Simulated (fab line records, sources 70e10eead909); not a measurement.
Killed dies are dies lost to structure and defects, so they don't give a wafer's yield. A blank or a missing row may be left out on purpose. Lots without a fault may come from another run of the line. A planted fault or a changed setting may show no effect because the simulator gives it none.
A struck lot beside a sound one | flow nand_harc | 23 steps out of a route of 1159
Sound: wafers L473.1, L473.2, L473.3. Struck: wafers L483.1, L483.2. (L483.6 of the same lot was not struck and is left out.) The cause comes at the end.
At each step with rows: each side's tool, then ch and its chambers, then its first start. Under that, the readings that differ: sound wafers | struck wafers | difference of the means | sigmas: that difference in standard deviations of wafers without a fault.
alike: readings whose means differ by less than 2 such deviations, and words and numbers that are the same on both sides. not compared: withheld readings, readings that some wafer has no value for, bounds like >300 that may hide the same value, and numbers for which the record gives no deviation and whose values overlap.
The two part at a step that has a row with sigmas, a row that says differs or no value, or rows on one side only. Numbers that don't overlap but have no deviation are shown without sigmas and don't part them. A reading that every wafer of one side lacks parts them only if that side has two wafers or more.

NHARC_P_CONTACT_DEP_00: deposits SiO2, target thk 500 nm.
  sound on pecvd-03 ch 0,1,2; struck on pecvd-02 ch 1,2
  alike: heater_power_w, throttle_valve_pct
NHARC_P_CONTACT_CMP_01: polishes SiO2, target thk 200 nm.
  sound on cmp-01 ch 0,1,2, day 6 17:46; struck on cmp-04 ch 1,2, day 9 04:24
  alike: motor_current_A
then, 9 steps without rows for these wafers: NHARC_P_CONTACT_SRD_03; NHARC_P_CONTACT_DEHYDRATE_04 (time 120 s); NHARC_P_CONTACT_HMDS_05 (time 30 s); NHARC_P_CONTACT_COAT_33 (time 75 s); NHARC_P_CONTACT_COAT_34 (time 65 s); NHARC_P_CONTACT_COAT_06 (resist thk 90 nm); NHARC_P_CONTACT_SOFTBAKE_07 (time 55 s); NHARC_P_CONTACT_EBR_08; NHARC_P_CONTACT_EXPOSE_09 (exposes mask P CA, target cd 90 nm).
NHARC_P_CONTACT_PEB_10: peb time 65 s.
  sound on litho_track-04 ch 0, day 6 18:31; struck on litho_track-01 ch 0, day 9 05:08
  reading                | sound             | struck      | difference | sigmas
  chill_plate_temp_C (C) | 22.84 22.84 22.82 | 23.26 23.02 | +0.31      | +3
then, 1 step without rows for these wafers: NHARC_P_CONTACT_DEVELOP_11 (develop time 35 s).
NHARC_P_CONTACT_CD_MEAS_12: target cd 90 nm.
  sound on cd_sem-03 ch 0, day 6 18:36; struck on cd_sem-03 ch 0, day 9 05:13
  reading    | sound          | struck      | difference | sigmas
  cd_nm (nm) | 89.8 88.5 90.5 | 111.7 111.2 | +21.9      | +23
NHARC_P_CONTACT_OVL_MEAS_13:
  sound on overlay-01, day 6 18:41; struck on overlay-02, day 9 05:19
  reading           | sound       | struck    | difference | sigmas
  overlay_y_nm (nm) | 0.5 1.1 1.1 | -0.9 -0.3 | -1.5       | -2
  alike: overlay_x_nm
NHARC_P_CONTACT_INSPECT_14:
  sound on defect_inspect-01, day 6 18:43; struck on defect_inspect-01, day 9 05:21
  alike: raw_defect_count
NHARC_P_CONTACT_DESCUM_17: chemistry O2, time 3 s.
  sound on rie_diel-13 ch 1,2,3, day 6 18:47; struck on rie_diel-13 ch 0,1, day 9 05:25
  reading                    | sound             | struck      | difference | sigmas
  rf_hours_counter_h (h)     | 2 3 3             | 9 9         | +6         |
  model.P_CONTACT.cd_nm (nm) | 89.31 88.47 90.94 | 112.9 110.9 | +22.3      |
  alike: drypump_motor_current_A, oes_product_au, rf_vpp_V, showerhead_plenum_p_Torr, throttle_valve_pct
NHARC_P_CONTACT_ETCH_35: etches the open film in CF4, target depth 39 nm, time 65 s.
  sound on rie_diel-13 ch 0,2,3, day 6 18:52; struck on rie_diel-13 ch 0,3, day 9 05:29
  reading                | sound | struck | difference | sigmas
  rf_hours_counter_h (h) | 2 3 3 | 9 8    | +6         |
  alike: cf4_flow_sccm, drypump_motor_current_A, oes_product_au, rf_vpp_V, showerhead_plenum_p_Torr, throttle_valve_pct
NHARC_P_CONTACT_ETCH_36: etches the open film in N2/H2, target depth 260 nm, time 406.25 s.
  sound on rie_diel-13 ch 0,2,3; struck on rie_diel-13 ch 0,1
  reading                | sound | struck | difference | sigmas
  rf_hours_counter_h (h) | 2 3 3 | 9 9    | +6         |
  alike: drypump_motor_current_A, oes_product_au, rf_vpp_V, showerhead_plenum_p_Torr, throttle_valve_pct
NHARC_P_CONTACT_ETCH_18: etches the open film in C4F8/O2/Ar, target depth 481 nm, time 240.5 s.
  sound on rie_diel-13 ch 1,2,3; struck on rie_diel-13 ch 0,2
  reading                | sound | struck | difference | sigmas
  rf_hours_counter_h (h) | 3 3 3 | 9 9    | +6         |
  alike: oes_product_au, rf_vpp_V
then, 1 step without rows for these wafers: NHARC_P_CONTACT_STRIP_37 (strips in C4F8/O2/Ar).
NHARC_P_CONTACT_ETCH_31: etches the open film in CH3F/O2, target depth 30 nm, time 85.7 s.
  sound on rie_diel-13 ch 1,2,3; struck on rie_diel-13 ch 2,3
  reading                    | sound             | struck      | difference | sigmas
  rf_hours_counter_h (h)     | 3 3 3             | 9 8         | +6         |
  model.P_CONTACT.cd_nm (nm) | 90.16 86.55 91.37 | 114.2 110.6 | +23.0      |
  alike: drypump_motor_current_A, oes_product_au, rf_vpp_V, showerhead_plenum_p_Torr, throttle_valve_pct
NHARC_P_CONTACT_CD_MEAS_19:
  sound on cd_sem-03, day 6 19:39; struck on cd_sem-03, day 9 06:17
  reading    | sound          | struck      | difference | sigmas
  cd_nm (nm) | 90.2 86.5 91.8 | 114.7 110.7 | +23.2      | +13

WHERE THEY PART
First at NHARC_P_CONTACT_PEB_10; last, within this record, at NHARC_P_CONTACT_CD_MEAS_19.

WHY: what the simulator had put in
Process parameter drift: litho_track-01, from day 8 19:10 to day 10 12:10, at NHARC_P_CONTACT_PEB_10. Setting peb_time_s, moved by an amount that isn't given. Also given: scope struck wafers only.
